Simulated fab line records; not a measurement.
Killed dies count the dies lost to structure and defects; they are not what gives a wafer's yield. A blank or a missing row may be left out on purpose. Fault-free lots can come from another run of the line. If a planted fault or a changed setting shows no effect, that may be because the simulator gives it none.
fab line records	flow nand-harc
record: lots: 12	wafers: 36	last-day: 34
route steps=1302 shown P_BONDPAD@372 END@1302
lots untouched by any fault: they come from a run of this same line in which no faults occurred
start-h: start of the lot's first displayed wafer, in hours after the record's first day	wait-h: time in hours since the lot's previous step	" the same as in the row above	L1.1+2: a single row standing in for several wafers	- value missing, or start not given	* or withheld: withheld	< > ~ a bound
route shown NAME@n: NAME is a module with steps in the file, n the number in the route of the first one	usual: mean/standard deviation taken from wafers without a fault	same: alike in all rows	chamber/n: place in a boat	sites: per-site readings	_std_site: the values' standard deviation	_edge_site: mean of outer sites minus mean of inner sites	radius-mm: for every site, how far away it sits from the centre of the wafer	mask NAME#n: copy n	behind: tool/chamber where the wafer was last shaped	hold: cause of the lot's hold/its duration in hours/its outcome	device: the transistor (n, p or np) that didn't switch	end of line: the same wafers' tests at the end of the route	step lacking rows: just its recipe	killed: not the wafer's yield, but the dies lost to structure and defects at the first sort	map: a wafer's dies, x killed, . not, _ none there
set.NAME: the setting as run; set.NAME@STEP: as run at that earlier step	model.NAME: the simulator's own value behind a step, which no gauge read
route steps across a sampled set of lots; one table per step, one row per wafer
services: when a tool's chamber went out of use (start-h, in hours from the record's first day, below 0 if earlier), for how many hours, and the reason
== steps ==
step: NHARC_P_BONDPAD_ETCH_24
recipe: target-depth-a: 300	over-etch-frac: 0.3	time-s: 72.99	ion-energy-ev: 150	cf4-flow-sccm: 50	n2-flow-sccm: 100	ar-flow-sccm: 150	rf-w: 300	bias-w: 100	chemistry: CF4/N2
usual: drypump-motor-current-A: 5.6/0.44	oes-product-au: 0.997/0.0099	over-etch-frac: 0.3/0	rf-vpp-V: 314.4/1.6	showerhead-plenum-p-Torr: 2.64/0.084	throttle-valve-pct: 19.795/0.0086
lot.wafer	tool	chamber	start-h	wait-h	drypump-motor-current-A	oes-product-au	over-etch-frac	rf-hours-counter-h	rf-vpp-V	showerhead-plenum-p-Torr	throttle-valve-pct
L651.2	rie-diel-10	2	142.97	-	5.0	0.999	0.3	1.9	314.7	2.66	19.805
L651.5	"	2	"	"	5.0	0.990	0.3	-	315.5	2.66	19.821
L651.6	"	3	"	"	5.2	0.989	0.3	-	316.4	2.70	19.795
L652.3	rie-diel-12	3	143.17	-	5.6	1.006	0.3	2.7	312.7	2.55	19.789
L652.4	"	2	"	"	5.9	0.988	0.3	2.6	314.8	2.65	19.806
L652.6	"	3	"	"	5.6	1.011	0.3	-	313.1	2.55	19.799
L655.4	rie-diel-12	0	171.87	-	6.2	1.005	0.3	3.1	312.1	2.49	19.785
L655.1	"	2	"	"	5.9	0.997	0.3	4.4	314.6	2.65	19.791
L655.5	"	0	"	"	6.2	1.006	0.3	-	311.0	2.49	19.792
L656.2	rie-diel-10	0	190.75	-	6.3	1.009	0.3	4.0	313.8	2.53	19.791
L656.5	"	2	"	"	5.0	0.999	0.3	-	313.1	2.66	19.796
L656.6	"	3	"	"	5.2	0.985	0.3	-	316.2	2.70	19.799
L657.3	rie-diel-10	3	192.21	-	5.2	0.990	0.3	3.5	316.7	2.70	19.802
L657.6	"	2	"	"	5.0	0.988	0.3	-	314.0	2.66	19.788
L657.5	"	3	"	"	5.2	0.987	0.3	-	314.4	2.70	19.805
L658.2	rie-diel-10	2	204.30	-	5.0	0.994	0.3	3.4	313.3	2.66	19.790
L658.3	"	3	"	"	5.2	0.984	0.3	3.7	314.7	2.70	19.812
L658.5	"	1	"	"	5.8	0.993	0.3	-	317.7	2.73	19.803
L659.1	rie-diel-02	0	214.92	0.1	4.9	0.997	0.3	10.6	315.4	2.71	19.798
L659.6	"	0	"	"	4.9	1.007	0.3	-	316.1	2.71	19.806
L659.4	"	1	"	"	5.3	1.001	0.3	-	312.9	2.56	19.804
L660.1	rie-diel-10	3	225.08	-	5.2	0.985	0.3	4.2	316.9	2.70	19.801
L660.5	"	1	"	"	5.8	0.999	0.3	-	316.0	2.73	19.794
L660.6	"	2	"	"	5.0	1.002	0.3	-	314.8	2.66	19.787
L661.3	rie-diel-02	0	233.72	0.1	4.9	0.997	0.3	0.3	314.8	2.71	19.806
L661.1	"	1	"	"	5.3	0.993	0.3	0.3	312.8	2.56	19.803
L661.5	"	2	"	"	5.9	0.976	0.3	-	314.5	2.64	19.808
L663.1	rie-diel-12	3	250.96	-	5.6	1.021	0.3	8.3	311.2	2.55	19.782
L663.3	"	1	"	"	5.4	0.995	0.3	9.4	314.9	2.74	19.792
L663.4	"	2	"	"	5.9	0.989	0.3	8.2	315.5	2.65	19.791
L668.1	rie-diel-12	1	311.41	-	5.4	0.985	0.26875	1.5	316.3	2.74	19.790
L668.4	"	3	"	"	5.6	1.003	0.26875	1.5	311.3	2.55	19.792
L668.5	"	2	"	"	5.9	0.991	0.3	-	315.1	2.64	19.802
L673.3	rie-diel-02	3	357.71	-	4.9	1.003	0.3	4.7	315.6	2.72	19.792
L673.4	"	0	"	"	4.9	1.007	0.3	5.4	315.4	2.71	19.803
L673.5	"	3	"	"	4.9	1.009	0.3	-	315.4	2.72	19.805
step: NHARC_P_BONDPAD_PRE_CLEAN_26
recipe: time-s: 30	temp-c: 280	gas: H2/He
usual: heater-power-w: 412/56
lot.wafer	tool	chamber	start-h	wait-h	heater-power-w
L651.2	pvd-sputter-01	-	-	-	346
L651.6	"	-	"	"	339
L651.5	"	-	"	"	338
L652.3	pvd-sputter-02	-	-	-	472
L652.4	"	-	"	"	395
L652.6	"	-	"	"	334
L655.1	pvd-sputter-01	-	-	-	345
L655.4	"	-	"	"	370
L655.5	"	-	"	"	489
L656.2	pvd-sputter-03	-	-	-	422
L656.6	"	-	"	"	458
L656.5	"	-	"	"	426
L657.3	pvd-sputter-01	-	-	-	342
L657.5	"	-	"	"	375
L657.6	"	-	"	"	478
L658.3	pvd-sputter-02	-	-	-	336
L658.2	"	-	"	"	449
L658.5	"	-	"	"	456
L659.1	pvd-sputter-03	-	-	-	425
L659.4	"	-	"	"	412
L659.6	"	-	"	"	428
L660.1	pvd-sputter-03	-	-	-	461
L660.6	"	-	"	"	433
L660.5	"	-	"	"	465
L661.1	pvd-sputter-03	-	-	-	434
L661.3	"	-	"	"	431
L661.5	"	-	"	"	422
L663.4	pvd-sputter-03	-	-	-	404
L663.3	"	-	"	"	438
L663.1	"	-	"	"	459
L668.4	pvd-sputter-01	-	-	-	347
L668.1	"	-	"	"	372
L668.5	"	-	"	"	510
L673.4	pvd-sputter-02	-	-	-	474
L673.3	"	-	"	"	316
L673.5	"	-	"	"	478
step: NHARC_P_BONDPAD_ANNEAL_28
recipe: temp-c: 225	time-s: 90
usual: wafer_temp_C_max: 225.9/0.38
lot.wafer	tool	chamber	start-h	wait-h	wafer_temp_C_max
L651.2	rtp-anneal-01	0	144.15	-	225.8
L651.5	"	0	"	"	226.2
L651.6	"	0	"	"	225.6
L652.3	rtp-anneal-02	0	144.41	0.3	225.4
L652.4	"	0	"	"	225.4
L652.6	"	0	"	"	225.5
L655.1	rtp-anneal-01	0	173.02	0.3	226.1
L655.4	"	0	"	"	226.4
L655.5	"	0	"	"	226.3
L656.2	rtp-anneal-02	0	191.92	0.3	225.8
L656.5	"	0	"	"	225.3
L656.6	"	0	"	"	225.4
L657.3	rtp-anneal-02	0	193.45	0.3	225.7
L657.5	"	0	"	"	225.7
L657.6	"	0	"	"	225.8
L658.2	rtp-anneal-02	0	205.48	0.3	225.8
L658.3	"	0	"	"	225.4
L658.5	"	0	"	"	225.7
L659.1	rtp-anneal-01	0	216.06	-	226.5
L659.4	"	0	"	"	226.2
L659.6	"	0	"	"	226.2
L660.1	rtp-anneal-01	0	226.21	0.3	225.9
L660.5	"	0	"	"	225.7
L660.6	"	0	"	"	226.4
L661.1	rtp-anneal-01	0	234.87	-	226.1
L661.3	"	0	"	"	225.7
L661.5	"	0	"	"	226.0
L663.1	rtp-anneal-02	0	252.10	-	225.7
L663.3	"	0	"	"	225.8
L663.4	"	0	"	"	225.7
L668.1	rtp-anneal-02	0	312.65	0.3	225.3
L668.4	"	0	"	"	225.7
L668.5	"	0	"	"	225.7
L673.3	rtp-anneal-01	0	358.96	0.3	226.1
L673.4	"	0	"	"	226.7
L673.5	"	0	"	"	226.6
step: NHARC_P_BONDPAD_THK_MEAS_20
recipe: thk-meas-gauge: xrf
usual: thk-nm: 160.9/1.3
lot.wafer	tool	chamber	start-h	wait-h	thk-nm
L651.2	film-metro-02	-	144.77	-	160.8
L651.5	"	-	"	"	161.4
L651.6	"	-	"	"	160.7
L652.3	film-metro-01	-	144.98	-	161.1
L652.4	"	-	"	"	161.4
L652.6	"	-	"	"	163.3
L655.1	film-metro-01	-	173.68	-	160.3
L655.4	"	-	"	"	161.6
L655.5	"	-	"	"	161.3
L656.2	film-metro-01	-	192.53	-	159.4
L656.5	"	-	"	"	159.6
L656.6	"	-	"	"	161.2
L657.3	film-metro-02	-	194.02	-	162.2
L657.5	"	-	"	"	162.2
L657.6	"	-	"	"	160.2
L658.2	film-metro-02	-	206.09	-	161.0
L658.3	"	-	"	"	159.7
L658.5	"	-	"	"	159.6
L659.1	film-metro-01	-	216.73	-	161.1
L659.4	"	-	"	"	162.0
L659.6	"	-	"	"	161.5
L660.1	film-metro-02	-	226.88	-	163.3
L660.5	"	-	"	"	161.1
L660.6	"	-	"	"	163.4
L661.1	film-metro-01	-	235.54	-	161.5
L661.3	"	-	"	"	161.9
L661.5	"	-	"	"	160.9
L663.1	film-metro-02	-	252.76	-	163.6
L663.3	"	-	"	"	160.9
L663.4	"	-	"	"	159.9
L668.1	film-metro-02	-	313.32	-	160.7
L668.4	"	-	"	"	162.1
L668.5	"	-	"	"	163.6
L673.3	film-metro-01	-	359.52	-	163.0
L673.4	"	-	"	"	160.6
L673.5	"	-	"	"	163.4
step: NHARC_END_SORT_01
recipe: temp-c: 25
usual: defect-limited-yield: 91.8/2.8	killed-at-array: 51/18	killed-at-other: 1.0/1.2	killed-at-periphery: 3.7/2.9	killed-dies: 55/19	killed-open: 3.5/1.9	killed-short: 2.6/1.6	sort_bin_2_pct: 2.9/1.3	sort_bin_3_pct: 0.6/0.38	sort_bin_4_pct: 4.6/1.5	sort-n-pass: 622/19	sort-rim-yield-pct: 94/3.2	sort-yield-pct: 91.8/2.8
same: gross-dies: 677	sort_bin_5_pct[%]: 0	sort_bin_6_pct[%]: 0	sort_bin_7_pct[%]: 0	sort_bin_8_pct[%]: 0	sort-rim-n-gross: 106.00
lot.wafer	tool	chamber	start-h	wait-h	defect-limited-yield[%]	killed-at-array	killed-at-other	killed-at-periphery	killed-dies	killed-open	killed-short	sort_bin_2_pct[%]	sort_bin_3_pct[%]	sort_bin_4_pct[%]	sort-n-pass	sort-rim-yield-pct[%]	sort-yield-pct[%]
L651.2	prober-02	0	570.49	2.8	96.9	19	1	1	21	3	2	1.2	0.3	1.6	656	98	96.9
L651.5	prober-02	0	572.86	3.7	97.0	19	1	0	20	5	1	0.6	0.1	2.2	657	96	97.0
L651.6	prober-02	0	573.64	3.9	97.6	12	1	3	16	2	1	0.7	0.1	1.5	661	96	97.6
L652.3	prober-01	0	571.27	3.1	88.6	67	2	8	77	6	1	6.2	0.9	4.3	600	99	88.6
L652.4	prober-01	0	572.07	3.4	90.8	54	5	3	62	1	3	3.1	0.9	5.2	615	97	90.8
L652.6	prober-01	0	573.66	4.0	88.8	69	3	4	76	1	4	4.4	0.3	6.5	601	94	88.8
L655.1	prober-01	0	585.43	2.5	96.6	18	3	2	23	4	2	0.9	0.1	2.4	654	95	96.6
L655.4	prober-01	0	587.81	3.4	96.0	26	0	1	27	9	2	1.5	0.1	2.4	650	96	96.0
L655.5	prober-01	0	588.61	3.7	96.5	21	1	2	24	10	1	1.5	0.4	1.6	653	93	96.5
L656.2	prober-02	0	606.13	2.8	90.5	60	0	4	64	5	3	3.8	0.7	4.9	613	90	90.5
L656.5	prober-02	0	608.56	3.7	92.0	53	0	1	54	2	1	3.8	0.4	3.7	623	93	92.0
L656.6	prober-02	0	609.37	4.0	88.0	78	0	3	81	3	4	2.7	1.0	8.3	596	99	88.0
L657.3	prober-01	0	606.93	3.1	91.1	57	1	2	60	5	2	3.7	0.6	4.6	617	96	91.1
L657.5	prober-01	0	608.54	3.7	91.1	54	3	3	60	3	3	2.7	0.4	5.8	617	92	91.1
L657.6	prober-01	0	609.35	4.0	91.6	55	1	1	57	4	2	3.4	0.3	4.7	620	98	91.6
L659.1	prober-01	0	629.92	2.5	91.0	60	0	1	61	3	4	4.4	0.6	4.0	616	95	91.0
L659.4	prober-01	0	632.29	3.4	90.3	62	0	4	66	5	6	4.0	1.2	4.6	611	97	90.3
L659.6	prober-01	0	633.87	4.0	89.1	73	0	1	74	5	3	4.0	0.6	6.4	603	92	89.1
L658.2	prober-02	0	637.51	2.8	89.5	68	0	3	71	3	1	1.9	1.6	6.9	606	93	89.5
L658.3	prober-02	0	638.31	3.1	89.7	68	0	2	70	5	3	3.7	0.6	6.1	607	93	89.7
L658.5	prober-02	0	639.92	3.7	89.8	68	0	1	69	2	1	5.0	0.4	4.7	608	92	89.8
L661.1	prober-02	0	660.06	2.5	96.9	19	1	1	21	3	2	1.0	0	2.1	656	95	96.9
L661.3	prober-02	0	661.66	3.1	95.6	29	0	1	30	3	3	1.8	0	2.7	647	98	95.6
L661.5	prober-02	0	663.26	3.7	96.5	22	1	1	24	5	1	0.9	0	2.7	653	94	96.5
L660.1	prober-01	0	660.07	2.5	89.7	67	1	2	70	4	1	3.0	1.3	6.1	607	92	89.7
L660.5	prober-01	0	663.25	3.7	90.0	64	1	3	68	4	2	3.0	1.3	5.8	609	92	90.0
L660.6	prober-01	0	664.04	4.0	87.6	81	1	2	84	2	4	3.7	1.0	7.7	593	97	87.6
L663.1	prober-02	0	682.92	2.5	86.9	83	0	6	89	4	5	5.0	0.7	7.4	588	96	86.9
L663.3	prober-02	0	684.50	3.1	88.0	74	0	7	81	3	2	5.0	1.0	5.9	596	89	88.0
L663.4	prober-02	0	685.30	3.4	87.3	80	0	6	86	4	2	4.7	0.9	7.1	591	92	87.3
L668.1	prober-01	0	739.84	2.5	91.7	55	0	1	56	1	3	3.2	0.6	4.4	621	93	91.7
L668.4	prober-01	0	742.20	3.4	92.0	50	0	4	54	4	2	2.5	1.3	4.1	623	93	92.0
L668.5	prober-01	0	742.99	3.7	92.3	49	0	3	52	0	0	3.7	0.6	3.4	625	96	92.3
L673.3	prober-01	0	815.06	3.1	96.0	25	0	2	27	3	3	1.2	0.1	2.7	650	97	96.0
L673.4	prober-01	0	815.86	3.4	95.9	27	0	1	28	3	4	1.8	0.3	2.1	649	95	95.9
L673.5	prober-01	0	816.66	3.7	97.3	18	0	0	18	1	1	0.7	0.1	1.8	659	98	97.3
killed by level:class
L651.2 A_CHANNEL_HOLE_D2:chamber-film-flake=4 A_WL_FILL:chamber-film-flake=4 A_CHANNEL_HOLE_D1:chamber-film-flake=2 A_CONTACT:chamber-film-flake=2 P_CONTACT:geometric-particle:open=1 A_DECK1_JOINT:geometric-particle:short=1 A_CHANNEL_FILL_D2:geometric-particle:open=1 A_WL_FILL:geometric-particle:short=1
L652.3 A_CHANNEL_HOLE_D2:chamber-film-flake=28 A_CHANNEL_HOLE_D1:chamber-film-flake=27 P_M1:chamber-film-flake=4 A_WL_FILL:chamber-film-flake=4 A_CHANNEL_FILL_D1:geometric-particle:open=2 A_CONTACT:chamber-film-flake=2 P_CONTACT:geometric-particle:short=1 P_CONTACT:geometric-particle:open=1
L652.4 A_CHANNEL_HOLE_D1:chamber-film-flake=24 A_CHANNEL_HOLE_D2:chamber-film-flake=24 THIN_TSV:chamber-film-flake=3 A_WL_FILL:chamber-film-flake=2 HYBRID_BOND:chamber-film-flake=2 P_M0:geometric-particle:open=1 A_DECK1_JOINT:geometric-particle:short=1 A_CHANNEL_FILL_D2:geometric-particle:short=1
L651.5 A_STAIRCASE:chamber-film-flake=6 A_CHANNEL_FILL_D1:geometric-particle:open=2 A_CHANNEL_HOLE_D2:chamber-film-flake=2 A_CHANNEL_FILL_D2:chamber-film-flake=2 A_CONTACT:chamber-film-flake=2 A_ONON_D1:geometric-particle:open=1 A_ONON_D1:geometric-particle:short=1 A_ONON_D2:geometric-particle:open=1
L651.6 A_CONTACT:chamber-film-flake=3 A_CHANNEL_HOLE_D1:chamber-film-flake=2 A_CHANNEL_HOLE_D2:chamber-film-flake=2 P_CONTACT:geometric-particle:open=1 A_CHANNEL_FILL_D1:geometric-particle:short=1 A_WL_FILL:geometric-particle:open=1 P_STI:chamber-film-flake=1 P_GATE:chamber-film-flake=1
L652.6 A_CHANNEL_HOLE_D2:chamber-film-flake=31 A_CHANNEL_HOLE_D1:chamber-film-flake=29 P_M1:chamber-film-flake=2 A_CHANNEL_FILL_D2:chamber-film-flake=2 A_CONTACT:chamber-film-flake=2 THIN_TSV:chamber-film-flake=2 P_M0:geometric-particle:short=1 A_CHANNEL_FILL_D2:geometric-particle:short=1
L655.1 A_CONTACT:chamber-film-flake=10 THIN_TSV:chamber-film-flake=3 A_CHANNEL_HOLE_D1:chamber-film-flake=2 P_GATE:geometric-particle:short=1 P_M0:geometric-particle:open=1 A_ONON_D2:geometric-particle:short=1 A_CHANNEL_HOLE_D2:geometric-particle:open=1 A_CONTACT:geometric-particle:open=1
L655.4 A_CONTACT:chamber-film-flake=4 A_CHANNEL_HOLE_D1:chamber-film-flake=4 A_BLC:chamber-film-flake=3 A_ONON_D1:geometric-particle:open=2 A_DECK1_JOINT:geometric-particle:open=2 A_ONON_D2:geometric-particle:open=2 A_CHANNEL_HOLE_D2:chamber-film-flake=2 A_STAIRCASE:chamber-film-flake=2
L655.5 A_CONTACT:chamber-film-flake=5 A_CHANNEL_HOLE_D2:chamber-film-flake=3 A_DECK1_JOINT:geometric-particle:open=2 A_CHANNEL_FILL_D2:geometric-particle:open=2 A_CHANNEL_HOLE_D1:chamber-film-flake=2 P_ZERO_WELL:geometric-particle:open=1 P_CONTACT:geometric-particle:open=1 A_CHANNEL_HOLE_D1:geometric-particle:short=1
L656.2 A_CHANNEL_HOLE_D2:chamber-film-flake=31 A_SLIT:chamber-film-flake=12 A_CHANNEL_HOLE_D1:chamber-film-flake=5 P_M0:geometric-particle:open=2 P_ZERO_WELL:chamber-film-flake=2 A_ZERO_WELL:chamber-film-flake=2 A_ONON_D1:geometric-particle:open=1 A_ONON_D2:geometric-particle:short=1
L657.3 A_CHANNEL_HOLE_D1:chamber-film-flake=36 A_CHANNEL_HOLE_D2:chamber-film-flake=5 A_DECK1_JOINT:chamber-film-flake=3 A_SGD_CUT:chamber-film-flake=3 A_CHANNEL_FILL_D1:geometric-particle:open=2 A_WL_FILL:geometric-particle:short=2 A_CHANNEL_FILL_D1:chamber-film-flake=2 P_CONTACT:geometric-particle:open=1
L657.5 A_CHANNEL_HOLE_D1:chamber-film-flake=39 A_CHANNEL_HOLE_D2:chamber-film-flake=7 A_DECK1_JOINT:chamber-film-flake=2 THIN_TSV:chamber-film-flake=2 P_M0:geometric-particle:short=1 P_M2:geometric-particle:open=1 A_ONON_D1:geometric-particle:short=1 A_ONON_D2:geometric-particle:open=1
L656.5 A_CHANNEL_HOLE_D2:chamber-film-flake=34 A_SLIT:chamber-film-flake=10 A_CONTACT:chamber-film-flake=4 A_CHANNEL_FILL_D1:geometric-particle:open=1 A_WL_FILL:geometric-particle:short=1 A_WL_FILL:geometric-particle:open=1 P_GATE:chamber-film-flake=1 A_CHANNEL_HOLE_D1:chamber-film-flake=1
L657.6 A_CHANNEL_HOLE_D1:chamber-film-flake=31 A_CHANNEL_HOLE_D2:chamber-film-flake=5 A_DECK1_JOINT:chamber-film-flake=3 A_SGD_CUT:chamber-film-flake=3 A_CONTACT:chamber-film-flake=3 A_BLC:geometric-particle:open=2 A_CHANNEL_FILL_D1:geometric-particle:short=1 A_CHANNEL_FILL_D2:geometric-particle:short=1
L656.6 A_SLIT:chamber-film-flake=33 A_CHANNEL_HOLE_D2:chamber-film-flake=32 A_CONTACT:chamber-film-flake=5 A_STAIRCASE:chamber-film-flake=2 P_CONTACT:geometric-particle:open=1 P_M0:geometric-particle:open=1 P_M0:geometric-particle:short=1 A_ONON_D1:geometric-particle:short=1
L659.1 A_CHANNEL_HOLE_D1:chamber-film-flake=29 A_CHANNEL_HOLE_D2:chamber-film-flake=17 A_WL_FILL:geometric-particle:short=2 A_SLIT:chamber-film-flake=2 A_STAIRCASE:chamber-film-flake=2 A_CONTACT:chamber-film-flake=2 P_CONTACT:geometric-particle:open=1 A_CHANNEL_HOLE_D1:geometric-particle:open=1
L659.4 A_CHANNEL_HOLE_D1:chamber-film-flake=25 A_CHANNEL_HOLE_D2:chamber-film-flake=23 A_DECK1_JOINT:geometric-particle:open=2 A_ONON_D2:geometric-particle:short=2 A_CHANNEL_FILL_D1:chamber-film-flake=2 A_STAIRCASE:chamber-film-flake=2 P_GATE:geometric-particle:short=1 P_CONTACT:geometric-particle:open=1
L659.6 A_CHANNEL_HOLE_D1:chamber-film-flake=32 A_CHANNEL_HOLE_D2:chamber-film-flake=21 A_WL_FILL:chamber-film-flake=7 A_CONTACT:chamber-film-flake=4 A_WL_FILL:geometric-particle:open=2 A_CHANNEL_FILL_D1:chamber-film-flake=2 P_M0:geometric-particle:short=1 A_DECK1_JOINT:geometric-particle:short=1
L658.2 A_CHANNEL_HOLE_D1:chamber-film-flake=28 A_SLIT:chamber-film-flake=26 A_CHANNEL_HOLE_D2:chamber-film-flake=5 A_STAIRCASE:chamber-film-flake=2 P_CONTACT:geometric-particle:open=1 A_SOURCE_PLATE:geometric-particle:short=1 A_ONON_D2:geometric-particle:open=1 A_BLC:geometric-particle:open=1
L658.3 A_CHANNEL_HOLE_D1:chamber-film-flake=32 A_CHANNEL_HOLE_D2:chamber-film-flake=9 A_SLIT:chamber-film-flake=8 A_M0:chamber-film-flake=3 A_CHANNEL_FILL_D1:geometric-particle:short=2 A_ZERO_WELL:chamber-film-flake=2 A_DECK1_JOINT:chamber-film-flake=2 A_CONTACT:chamber-film-flake=2
L658.5 A_CHANNEL_HOLE_D1:chamber-film-flake=32 A_SLIT:chamber-film-flake=20 A_CHANNEL_HOLE_D2:chamber-film-flake=6 A_M0:chamber-film-flake=3 A_ZERO_WELL:chamber-film-flake=2 P_GATE:geometric-particle:open=1 A_WL_FILL:geometric-particle:short=1 A_M0:geometric-particle:open=1
L661.1 A_CONTACT:chamber-film-flake=5 A_STAIRCASE:chamber-film-flake=4 A_WL_FILL:chamber-film-flake=2 A_CHANNEL_FILL_D1:geometric-particle:open=1 A_CHANNEL_FILL_D2:geometric-particle:short=1 A_CHANNEL_FILL_D2:geometric-particle:open=1 A_SGD_CUT:geometric-particle:open=1 A_WL_FILL:geometric-particle:short=1
L660.1 A_CHANNEL_HOLE_D1:chamber-film-flake=38 A_SLIT:chamber-film-flake=12 A_CHANNEL_FILL_D1:chamber-film-flake=4 A_CONTACT:chamber-film-flake=4 A_CHANNEL_HOLE_D2:chamber-film-flake=2 A_CHANNEL_HOLE_D2:unspecified=2 A_STAIRCASE:chamber-film-flake=2 P_CONTACT:geometric-particle:short=1
L661.3 A_STAIRCASE:chamber-film-flake=6 A_CHANNEL_HOLE_D1:chamber-film-flake=5 A_CONTACT:chamber-film-flake=5 A_SLIT:chamber-film-flake=4 A_CHANNEL_FILL_D2:chamber-film-flake=2 A_BONDPAD:chamber-film-flake=2 P_CONTACT:geometric-particle:open=1 A_ONON_D1:geometric-particle:short=1
L660.5 A_CHANNEL_HOLE_D1:chamber-film-flake=35 A_SLIT:chamber-film-flake=14 A_STAIRCASE:chamber-film-flake=4 A_CHANNEL_HOLE_D2:unspecified=3 A_CHANNEL_FILL_D1:chamber-film-flake=2 P_M0:geometric-particle:open=1 P_M0:geometric-particle:short=1 P_M1:geometric-particle:open=1
L661.5 A_STAIRCASE:chamber-film-flake=3 A_DECK1_JOINT:geometric-particle:open=2 A_CHANNEL_HOLE_D1:chamber-film-flake=2 A_CHANNEL_FILL_D2:chamber-film-flake=2 A_CONTACT:chamber-film-flake=2 A_BONDPAD:chamber-film-flake=2 A_CHANNEL_FILL_D1:geometric-particle:open=1 A_ONON_D2:geometric-particle:open=1
L660.6 A_SLIT:chamber-film-flake=33 A_CHANNEL_HOLE_D1:chamber-film-flake=29 A_CONTACT:chamber-film-flake=8 A_CHANNEL_FILL_D1:chamber-film-flake=3 P_M0:geometric-particle:short=1 A_DECK1_JOINT:geometric-particle:short=1 A_CHANNEL_FILL_D2:geometric-particle:short=1 A_SLIT:geometric-particle:open=1
L663.1 A_SLIT:chamber-film-flake=30 A_CHANNEL_HOLE_D1:chamber-film-flake=25 A_CHANNEL_HOLE_D2:chamber-film-flake=11 P_GATE:chamber-film-flake=4 A_CHANNEL_FILL_D2:chamber-film-flake=4 A_STAIRCASE:chamber-film-flake=3 A_DECK1_JOINT:geometric-particle:open=2 A_WL_FILL:geometric-particle:short=2
L663.3 A_CHANNEL_HOLE_D1:chamber-film-flake=36 A_CHANNEL_HOLE_D2:chamber-film-flake=14 A_SLIT:chamber-film-flake=10 A_CHANNEL_FILL_D2:chamber-film-flake=4 A_STAIRCASE:chamber-film-flake=3 P_ZERO_WELL:chamber-film-flake=2 P_GATE:chamber-film-flake=2 A_CONTACT:chamber-film-flake=2
L663.4 A_SLIT:chamber-film-flake=27 A_CHANNEL_HOLE_D1:chamber-film-flake=26 A_CHANNEL_HOLE_D2:chamber-film-flake=10 P_GATE:chamber-film-flake=4 A_STAIRCASE:chamber-film-flake=3 A_SGD_CUT:chamber-film-flake=3 A_CONTACT:chamber-film-flake=2 A_BONDPAD:chamber-film-flake=2
L668.1 A_SLIT:chamber-film-flake=24 A_CHANNEL_HOLE_D2:chamber-film-flake=17 A_CHANNEL_HOLE_D1:chamber-film-flake=5 A_CHANNEL_FILL_D2:chamber-film-flake=2 A_CONTACT:chamber-film-flake=2 A_ONON_D1:geometric-particle:short=1 A_DECK1_JOINT:geometric-particle:short=1 A_CHANNEL_FILL_D2:geometric-particle:open=1
L668.4 A_SLIT:chamber-film-flake=30 A_CHANNEL_HOLE_D2:chamber-film-flake=9 A_CHANNEL_HOLE_D1:chamber-film-flake=3 A_CONTACT:chamber-film-flake=2 P_CONTACT:geometric-particle:open=1 P_M0:geometric-particle:open=1 A_ONON_D1:geometric-particle:short=1 A_CHANNEL_FILL_D1:geometric-particle:open=1
L668.5 A_CHANNEL_HOLE_D2:chamber-film-flake=21 A_SLIT:chamber-film-flake=18 A_CHANNEL_HOLE_D1:chamber-film-flake=4 P_STI:chamber-film-flake=2 A_DECK1_JOINT:chamber-film-flake=2 A_CONTACT:chamber-film-flake=2 P_GATE:chamber-film-flake=1 A_CHANNEL_FILL_D2:chamber-film-flake=1
L673.3 A_SLIT:chamber-film-flake=9 A_CONTACT:chamber-film-flake=5 A_M0:chamber-film-flake=3 A_CHANNEL_FILL_D2:geometric-particle:open=2 P_M2:geometric-particle:short=1 A_ONON_D1:geometric-particle:open=1 A_CHANNEL_FILL_D1:geometric-particle:short=1 A_CHANNEL_FILL_D2:geometric-particle:short=1
L673.4 A_SLIT:chamber-film-flake=6 A_CHANNEL_FILL_D1:chamber-film-flake=3 A_CONTACT:chamber-film-flake=3 A_M0:chamber-film-flake=3 A_STAIRCASE:chamber-film-flake=2 P_GATE:geometric-particle:open=1 A_CHANNEL_HOLE_D1:geometric-particle:short=1 A_ONON_D2:geometric-particle:short=1
L673.5 A_SLIT:chamber-film-flake=9 A_CONTACT:chamber-film-flake=3 A_ONON_D1:geometric-particle:short=1 A_M1:geometric-particle:open=1 A_DECK1_JOINT:chamber-film-flake=1 A_CHANNEL_HOLE_D2:chamber-film-flake=1 A_WL_FILL:chamber-film-flake=1 A_M0:chamber-film-flake=1
== services ==
tool	chamber	start-h	hours	kind
pvd-sputter-02	-	120.80	4.3	repair
rie-diel-10	0	123.59	-	clean
rie-diel-10	1	123.59	-	clean
rie-diel-10	2	123.59	-	clean
rie-diel-10	3	123.59	-	clean
pvd-sputter-01	-	146.70	0.9	repair
rie-diel-10	0	148.09	-	clean
rie-diel-10	1	148.09	-	clean
rie-diel-10	2	148.09	-	clean
pvd-sputter-03	-	170.00	10.0	pm
rie-diel-12	2	172.01	11.2	repair
pvd-sputter-02	-	176.00	2.1	repair
rie-diel-10	0	210.85	4.1	repair
rie-diel-02	-	216.70	9.0	pm
pvd-sputter-01	-	226.00	10.0	pm
rie-diel-12	-	227.82	1.0	repair
rie-diel-10	-	242.50	9.0	pm
rie-diel-02	0	251.31	2.9	repair
rie-diel-12	-	268.40	9.0	pm
rie-diel-02	1	274.13	2.5	repair
pvd-sputter-02	-	282.01	10.0	pm
rie-diel-12	1	331.25	12.8	repair
pvd-sputter-01	-	345.91	2.4	repair
pvd-sputter-03	-	348.00	10.0	pm
== key ==
first-sign: step: NHARC_P_BONDPAD_ETCH_24	reading: over-etch-frac	direction: down	sigmas: 99+	usual: 0.3	struck: 0.26875
effect none on later readings
met-at NHARC_P_BONDPAD_ETCH_24
struck-lots L668
struck-wafers L668.1,L668.4
not-acting-at NHARC_P_BONDPAD_PRE_CLEAN_26,NHARC_P_BONDPAD_ANNEAL_28,NHARC_P_BONDPAD_THK_MEAS_20
onset-between 250.96 311.41
fault: kind: process-parameter-drift	tool: rie-diel-12	chamber: -	onset-h: 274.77	steps: NHARC_P_BONDPAD_ETCH_24	channel: over-etch-frac	offset: -0.031253	shape: step	end-h: 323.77	scope: struck-wafers-only	acts-in: these-recipes-only	stated: 0.3
